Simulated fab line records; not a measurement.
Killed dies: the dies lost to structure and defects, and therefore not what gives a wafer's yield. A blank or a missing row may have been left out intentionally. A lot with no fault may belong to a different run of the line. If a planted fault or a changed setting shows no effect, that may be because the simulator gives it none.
fab line records | flow n5-finfet | part 2 of 2: steps 22 to 29 of 29
[record] lots = 5 | wafers = 15 | last-day = 19
route steps=1938 shown BEOL_M8@1400 BEOL_M9@1401
lots untouched by any fault: they come from a run of this same line in which no faults occurred
start-h: start of the lot's first displayed wafer, in hours after the record's first day | wait-h: how many hours have passed since the lot's step before this one | " repeats the value in the row above | L1.1+2: a single row standing in for several wafers | - no value, or no start was given | * or withheld: withheld | < > ~ a bound
route shown NAME@n: a module of which the file shows steps, and the number in the route of the first | usual: mean and standard deviation over wafers with no fault | same: alike in all rows | chamber/n: place in a boat | sites: the reading at each site | _std_site: their standard deviation | _edge_site: mean of outer sites minus mean of inner sites | radius-mm: for every site, how far away it sits from the centre of the wafer | mask NAME#n: copy n | behind: the most recent tool/chamber to have shaped the wafer | hold: cause of the lot's hold/its duration in hours/its outcome | device: transistor that didn't switch, given as n, p or np | end of line: tests run on the same wafers once the route is complete | for a step that has no rows: nothing shown but its recipe | killed: count of dies lost to structure and defects at first sort (not the wafer's yield) | map: a wafer's dies, marking killed ones x, the rest . and places with no die _
set.NAME: the setting as run; set.NAME@STEP: as run at that earlier step | model.NAME: the simulator's own value behind a step, which no gauge read
certain route steps with their lots: each step a table, each wafer a row
services: when a tool's chamber went out of use (start-h, in hours from the record's first day, below 0 if earlier), for how many hours, and the reason
[[steps]]
[step N5_BEOL_M9_STRIP_67]
[recipe] chemistry = CF4 | resist = SiARC | power-w = 300 | bias-power-w = 75 | pressure-mtorr = 50 | cf4-flow-sccm = 150 | rf-frequency-hz = 6e+07
[usual] chamber-pressure-mTorr = 50.00/0.039 | drypump-motor-current-A = 5.6/0.4 | oes-product-au = 0.79/0.08 | rf-vpp-V = 271.1/1.6 | showerhead-plenum-p-Torr = 1.80/0.067 | throttle-valve-pct = 13.6/0.32
lot.wafer | tool        | chamber | start-h | wait-h | chamber-pressure-mTorr | drypump-motor-current-A | oes-product-au | rf-hours-counter-h | rf-vpp-V | showerhead-plenum-p-Torr | throttle-valve-pct
L075.2    | rie-diel-06 | 2       | 319.42  | 0.0    | 49.99                  | 5.8                     | 0.70           | 212                | 272.7    | 1.84                     | 13.3
L075.3    | "           | 3       | "       | "      | 49.99                  | 5.4                     | 0.91           | 34                 | 273.4    | 1.91                     | 13.7
L075.6    | "           | 0       | "       | "      | 49.98                  | 5.7                     | 0.89           | -                  | 269.0    | 1.77                     | 13.2
L077.1    | rie-diel-02 | 2       | 327.98  | 0.0    | 49.95                  | 5.8                     | 0.69           | 229                | 269.1    | 1.71                     | 14.1
L077.4    | "           | 1       | "       | "      | 50.02                  | 4.8                     | 0.73           | -                  | 272.0    | 1.80                     | 13.9
L077.5    | "           | 2       | "       | "      | 50.02                  | 5.8                     | 0.69           | -                  | 269.3    | 1.71                     | 14.1
L079.1    | rie-diel-03 | 1       | 327.98  | 0.0    | 50.00                  | 5.9                     | 0.96           | 9                  | 271.5    | 1.82                     | 13.1
L079.5    | "           | 2       | "       | "      | 49.99                  | 6.0                     | 0.68           | -                  | 268.6    | 1.69                     | 13.4
L079.6    | "           | 3       | "       | "      | 49.97                  | 6.5                     | 0.73           | -                  | 270.5    | 1.80                     | 13.7
L082.2    | rie-diel-02 | 1       | 352.04  | 0.0    | 50.07                  | 4.8                     | 0.74           | 200                | 270.1    | 1.79                     | 13.9
L082.4    | "           | 2       | "       | "      | 49.97                  | 5.8                     | 0.68           | 238                | 269.8    | 1.71                     | 14.1
L082.5    | "           | 3       | "       | "      | 50.03                  | 5.4                     | 0.79           | -                  | 273.5    | 1.89                     | 13.4
L087.3    | rie-diel-02 | 0       | 395.74  | 0.0    | 50.04                  | 5.8                     | 0.76           | 143                | 269.7    | 1.74                     | 13.7
L087.4    | "           | 0       | "       | "      | 50.03                  | 5.8                     | 0.75           | -                  | 270.0    | 1.74                     | 13.7
L087.5    | "           | 1       | "       | "      | 49.95                  | 4.8                     | 0.72           | -                  | 271.2    | 1.79                     | 14.0
[step N5_BEOL_M9_HM_OPEN_17]
[recipe] chemistry = Cl2/BCl3 | target-depth-a = 200 | overetch-a = 60 | target = TiN | mask-material = SOC | ion-energy-ev = 150 | pressure-mtorr = 10 | icp-w = 1000 | bias-w = 126 | Cl2_flow_sccm = 53.25 | bcl3-flow-sccm = 21.75 | Ar_flow_sccm = 25
[usual] bias-w = 126.0/0.37 | chamber-pressure-mTorr = 10.000/0.011 | drypump-motor-current-A = 6.1/0.42 | oes-product-au = 0.65/0.066 | throttle-valve-pct = 21.9/0.32
lot.wafer | tool         | chamber | start-h | wait-h | bias-w | chamber-pressure-mTorr | drypump-motor-current-A | oes-product-au | rf-hours-counter-h | throttle-valve-pct
L075.2    | rie-metal-01 | 0       | 319.47  | 0.0    | 125.8  | 10.008                 | 6.4                     | 0.65           | 43                 | 21.5
L075.3    | "            | 1       | "       | "      | 126.5  | 10.000                 | 6.2                     | 0.58           | -                  | 22.1
L075.6    | "            | 0       | "       | "      | 126.3  | 10.012                 | 6.4                     | 0.65           | -                  | 21.5
L077.1    | rie-metal-02 | 1       | 328.03  | 0.0    | 125.5  | 9.991                  | 5.4                     | 0.56           | 105                | 22.5
L077.4    | "            | 0       | "       | "      | 125.8  | 9.992                  | 5.4                     | 0.63           | -                  | 22.1
L077.5    | "            | 0       | "       | "      | 126.2  | 9.990                  | 5.4                     | 0.64           | -                  | 22.1
L079.1    | rie-metal-01 | 0       | 328.03  | 0.0    | 125.7  | 9.996                  | 6.4                     | 0.65           | 44                 | 21.5
L079.5    | "            | 1       | "       | "      | 126.1  | 10.004                 | 6.3                     | 0.57           | -                  | 22.1
L079.6    | "            | 0       | "       | "      | 126.3  | 10.003                 | 6.4                     | 0.66           | -                  | 21.5
L082.2    | rie-metal-03 | 1       | 352.08  | 0.0    | 125.6  | 10.008                 | 6.5                     | 0.77           | 7                  | 21.7
L082.4    | "            | 1       | "       | "      | 126.7  | 9.985                  | 6.5                     | 0.78           | -                  | 21.7
L082.5    | "            | 1       | "       | "      | 126.0  | 10.003                 | 6.5                     | 0.78           | -                  | 21.7
L087.3    | rie-metal-03 | 0       | 395.81  | 0.1    | 126.1  | 10.010                 | 5.7                     | 0.66           | -                  | 22.1
L087.4    | "            | 1       | "       | "      | 126.6  | 9.996                  | 6.5                     | 0.76           | -                  | 21.7
L087.5    | "            | 1       | "       | "      | 126.1  | 9.994                  | 6.5                     | 0.77           | -                  | 21.6
[step N5_BEOL_M9_STRIP_19]
[recipe] chemistry = O2 | power-w = 400 | temp-c = 40 | pressure-mtorr = 30 | rf-frequency-hz = 6e+07 | bias-power-w = 0 | overash-fraction = 0.2 | o2-flow-sccm = 225
[usual] chamber-pressure-mTorr = 30.00/0.032 | drypump-motor-current-A = 5.7/0.36 | oes-product-au = 0.79/0.094 | rf-vpp-V = 3.7/0.61 | showerhead-plenum-p-Torr = 2.09/0.084 | throttle-valve-pct = 16.6/0.33
lot.wafer | tool        | chamber | start-h | wait-h | chamber-pressure-mTorr | drypump-motor-current-A | oes-product-au | rf-hours-counter-h | rf-vpp-V | showerhead-plenum-p-Torr | throttle-valve-pct
L075.2    | rie-diel-02 | 3       | 319.58  | 0.1    | 29.96                  | 5.4                     | 0.80           | 80                 | 3.6      | 2.22                     | 16.5
L075.3    | "           | 2       | "       | "      | 30.01                  | 5.8                     | 0.69           | 227                | 3.3      | 1.98                     | 17.1
L075.6    | "           | 0       | "       | "      | 30.00                  | 5.8                     | 0.80           | -                  | 2.9      | 2.01                     | 16.6
L077.1    | rie-diel-06 | 3       | 328.14  | 0.1    | 30.01                  | 5.4                     | 0.89           | 36                 | 3.7      | 2.20                     | 16.7
L077.4    | "           | 1       | "       | "      | 30.00                  | 5.7                     | 0.74           | 179                | 3.5      | 2.01                     | 17.2
L077.5    | "           | 2       | "       | "      | 29.99                  | 5.8                     | 0.68           | -                  | 3.8      | 2.14                     | 16.3
L079.1    | rie-diel-03 | 1       | 328.15  | 0.1    | 30.02                  | 5.9                     | 0.96           | 9                  | 3.5      | 2.14                     | 16.2
L079.5    | "           | 0       | "       | "      | 30.08                  | 5.2                     | 0.88           | -                  | 3.4      | 2.04                     | 16.5
L079.6    | "           | 1       | "       | "      | 30.08                  | 5.9                     | 0.94           | -                  | 4.1      | 2.14                     | 16.3
L082.2    | rie-diel-03 | 1       | 352.19  | 0.1    | 29.99                  | 5.9                     | 0.93           | 18                 | 3.5      | 2.14                     | 16.3
L082.4    | "           | 0       | "       | "      | 29.95                  | 5.3                     | 0.87           | 42                 | 5.0      | 2.03                     | 16.6
L082.5    | "           | 3       | "       | "      | 29.96                  | 6.4                     | 0.72           | -                  | 2.8      | 2.10                     | 16.8
L087.3    | rie-diel-03 | 1       | 396.01  | 0.2    | 30.02                  | 5.9                     | 0.88           | 33                 | 2.6      | 2.13                     | 16.3
L087.4    | "           | 2       | "       | "      | 30.00                  | 6.0                     | 0.95           | 3                  | 4.4      | 2.24                     | 16.0
L087.5    | "           | 2       | "       | "      | 29.93                  | 6.0                     | 0.95           | -                  | 4.5      | 2.23                     | 16.0
[step N5_BEOL_M9_CD_MEAS_18]
[recipe] pitch-nm = 140 | target-cd-nm = 70
[usual] cd-nm = 69.9/0.83
lot.wafer | tool      | chamber | start-h | wait-h | cd-nm
L075.2    | cd-sem-02 | -       | 319.65  | 0.1    | 70.1
L075.3    | "         | -       | "       | "      | 68.7
L075.6    | "         | -       | "       | "      | 70.2
L077.1    | cd-sem-03 | -       | 328.22  | 0.1    | 69.0
L077.4    | "         | -       | "       | "      | 70.3
L077.5    | "         | -       | "       | "      | 68.8
L079.1    | cd-sem-01 | -       | 328.23  | 0.1    | 70.7
L079.5    | "         | -       | "       | "      | 70.4
L079.6    | "         | -       | "       | "      | 70.1
L082.2    | cd-sem-02 | -       | 352.26  | 0.1    | 70.6
L082.4    | "         | -       | "       | "      | 68.3
L082.5    | "         | -       | "       | "      | 71.0
L087.3    | cd-sem-02 | -       | 396.08  | 0.1    | 69.6
L087.4    | "         | -       | "       | "      | 70.7
L087.5    | "         | -       | "       | "      | 70.0
[step N5_BEOL_M9_COAT_63]
[recipe] resist = SOC | temp-c = 250 | time-s = 60 | spin-rpm = 1500 | resist-thk-nm = 60
[usual] spin-speed-rpm = 1499.9/0.98
lot.wafer | tool           | chamber | start-h | wait-h | spin-speed-rpm
L075.2    | litho-track-04 | 0       | 320.72  | 1.1    | 1500.6
L075.3    | "              | 0       | "       | "      | 1499.6
L075.6    | "              | 0       | "       | "      | 1499.9
L077.1    | litho-track-01 | 0       | 329.28  | 1.1    | 1499.7
L077.4    | "              | 0       | "       | "      | 1501.4
L077.5    | "              | 0       | "       | "      | 1498.6
L079.1    | litho-track-03 | 0       | 329.28  | 1.0    | 1500.7
L079.5    | "              | 0       | "       | "      | 1500.0
L079.6    | "              | 0       | "       | "      | 1500.5
L082.2    | litho-track-03 | 0       | 352.30  | 0.0    | 1498.7
L082.4    | "              | 0       | "       | "      | 1499.3
L082.5    | "              | 0       | "       | "      | 1499.9
L087.3    | litho-track-04 | 0       | 396.47  | 0.4    | 1499.9
L087.4    | "              | 0       | "       | "      | 1501.0
L087.5    | "              | 0       | "       | "      | 1500.2
[step N5_BEOL_M9_COAT_64]
[recipe] resist = SiARC | temp-c = 220 | time-s = 60 | spin-rpm = 1500 | resist-thk-nm = 12
[usual] spin-speed-rpm = 1500.0/0.94
lot.wafer | tool           | chamber | start-h | wait-h | spin-speed-rpm
L075.2    | litho-track-04 | 0       | -       | -      | 1498.5
L075.3    | "              | 0       | "       | "      | 1501.9
L075.6    | "              | 0       | "       | "      | 1500.0
L077.1    | litho-track-01 | 0       | -       | -      | 1499.5
L077.4    | "              | 0       | "       | "      | 1498.4
L077.5    | "              | 0       | "       | "      | 1499.5
L079.1    | litho-track-03 | 0       | -       | -      | 1499.4
L079.5    | "              | 0       | "       | "      | 1499.7
L079.6    | "              | 0       | "       | "      | 1500.9
L082.2    | litho-track-03 | 0       | -       | -      | 1498.8
L082.4    | "              | 0       | "       | "      | 1498.3
L082.5    | "              | 0       | "       | "      | 1498.6
L087.3    | litho-track-04 | 0       | -       | -      | 1500.7
L087.4    | "              | 0       | "       | "      | 1500.9
L087.5    | "              | 0       | "       | "      | 1500.4
[step N5_BEOL_M9_COAT_75]
[recipe] resist = underlayer | temp-c = 205 | time-s = 60 | spin-rpm = 1500 | resist-thk-nm = 5
[usual] spin-speed-rpm = 1499.9/1
lot.wafer | tool           | chamber | start-h | wait-h | spin-speed-rpm
L075.2    | litho-track-04 | 0       | -       | -      | 1503.1
L075.3    | "              | 0       | "       | "      | 1498.8
L075.6    | "              | 0       | "       | "      | 1499.2
L077.1    | litho-track-01 | 0       | -       | -      | 1500.7
L077.4    | "              | 0       | "       | "      | 1499.7
L077.5    | "              | 0       | "       | "      | 1500.7
L079.1    | litho-track-03 | 0       | -       | -      | 1500.6
L079.5    | "              | 0       | "       | "      | 1499.6
L079.6    | "              | 0       | "       | "      | 1499.6
L082.2    | litho-track-03 | 0       | -       | -      | 1501.3
L082.4    | "              | 0       | "       | "      | 1500.1
L082.5    | "              | 0       | "       | "      | 1500.8
L087.3    | litho-track-04 | 0       | -       | -      | 1499.7
L087.4    | "              | 0       | "       | "      | 1500.2
L087.5    | "              | 0       | "       | "      | 1499.4
[step N5_BEOL_M9_COAT_22]
[recipe] resist = CAR-EUV | spin-rpm = 1500 | resist-thk-nm = 30
[usual] spin-speed-rpm = 1500.2/0.89
lot.wafer | tool           | chamber | start-h | wait-h | spin-speed-rpm
L075.2    | litho-track-04 | 0       | -       | -      | 1499.6
L075.3    | "              | 0       | "       | "      | 1501.1
L075.6    | "              | 0       | "       | "      | 1500.0
L077.1    | litho-track-01 | 0       | -       | -      | 1499.4
L077.4    | "              | 0       | "       | "      | 1500.7
L077.5    | "              | 0       | "       | "      | 1499.4
L079.1    | litho-track-03 | 0       | -       | -      | 1501.5
L079.5    | "              | 0       | "       | "      | 1499.4
L079.6    | "              | 0       | "       | "      | 1500.9
L082.2    | litho-track-03 | 0       | -       | -      | 1500.2
L082.4    | "              | 0       | "       | "      | 1499.3
L082.5    | "              | 0       | "       | "      | 1499.7
L087.3    | litho-track-04 | 0       | -       | -      | 1502.0
L087.4    | "              | 0       | "       | "      | 1499.4
L087.5    | "              | 0       | "       | "      | 1500.3
[[services]]
tool            | chamber | start-h | hours | kind
litho-track-01  | -       | 305.99  | -     | consumable-replace:filter
pecvd-04        | 1       | 306.59  | 4.1   | repair
arfi-scanner-03 | -       | 319.37  | 0.8   | pm
rie-metal-03    | -       | 319.65  | 10.0  | pm
arfi-scanner-02 | -       | 320.98  | 0.8   | pm
pecvd-02        | -       | 324.36  | 0.8   | repair
pecvd-04        | -       | 324.90  | 0.8   | repair
arfi-scanner-02 | -       | 327.10  | 1.0   | pm
rie-metal-03    | 0       | 331.83  | 12.2  | repair
rie-metal-02    | 1       | 336.31  | 18.0  | repair
arfi-scanner-03 | -       | 339.72  | 1.8   | repair
rie-diel-06     | 2       | 340.34  | 7.7   | repair
arfi-scanner-02 | -       | 341.75  | 1.3   | pm
uv-cure-03      | -       | 343.02  | 0.3   | repair
arfi-scanner-02 | -       | 343.41  | 2.3   | repair
pecvd-02        | 2       | 355.98  | 11.3  | repair
rie-diel-02     | 1       | 357.58  | 23.7  | repair
rie-diel-02     | -       | 358.10  | 0.8   | repair
pecvd-04        | -       | 364.73  | 5.5   | pm
arfi-scanner-03 | -       | 372.50  | 3.9   | pm
rie-metal-01    | -       | 373.24  | 0.2   | repair
uv-cure-01      | -       | 373.82  | 22.2  | pm
rie-metal-03    | -       | 375.18  | 14.6  | pm
rie-diel-02     | 2       | 383.25  | -     | clean
